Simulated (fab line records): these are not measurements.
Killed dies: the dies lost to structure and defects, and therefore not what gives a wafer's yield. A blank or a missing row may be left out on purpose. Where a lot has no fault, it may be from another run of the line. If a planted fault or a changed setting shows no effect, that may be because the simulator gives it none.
Matching of chambers / flow nand_harc / NHARC_P_CONTACT_STRIP_28 on rie_diel-07: 3 sister chambers
The step strips in O2. 3 wafers are shown with their chamber, then 5 later ones without.

## WAFERS PAIRED WITH THEIR CHAMBERS
wafer=L078.2; chamber=1; drypump_motor_current_A (A)=5.9
wafer=L084.6; chamber=2; drypump_motor_current_A (A)=6.1
wafer=L083.2; chamber=3; drypump_motor_current_A (A)=6.5

## WAFERS WITHOUT THEIR CHAMBER
wafer=L083.3; drypump_motor_current_A (A)=6.1
wafer=L086.2; drypump_motor_current_A (A)=6.5
wafer=L086.5; drypump_motor_current_A (A)=5.9
wafer=L097.1; drypump_motor_current_A (A)=6.1
wafer=L097.4; drypump_motor_current_A (A)=5.8

## CHAMBER TAKEN BY EACH
wafer=L083.3; from the rows above=2; in truth=2
wafer=L086.2; from the rows above=3; in truth=3
wafer=L086.5; from the rows above=1; in truth=1
wafer=L097.1; from the rows above=2; in truth=2
wafer=L097.4; from the rows above=1; in truth=1
Correctly placed: 5 of 5. Left unplaced by these rows: 0. Wrongly placed: 0.
How it was worked out, from the rows above alone: a wafer's distance from a chamber is the root of the sum, over the readings, of the square of ((its reading less the chamber's mean) divided by the reading's scatter). If the next closest chamber is less than 2 further off than the closest, the wafer can't be placed; otherwise it belongs to the closest. A chamber's mean is the mean of its shown wafers. The scatter (one wafer shown for each chamber): square how far every hidden wafer sits from the nearest shown wafer, average those squares and take the square root.
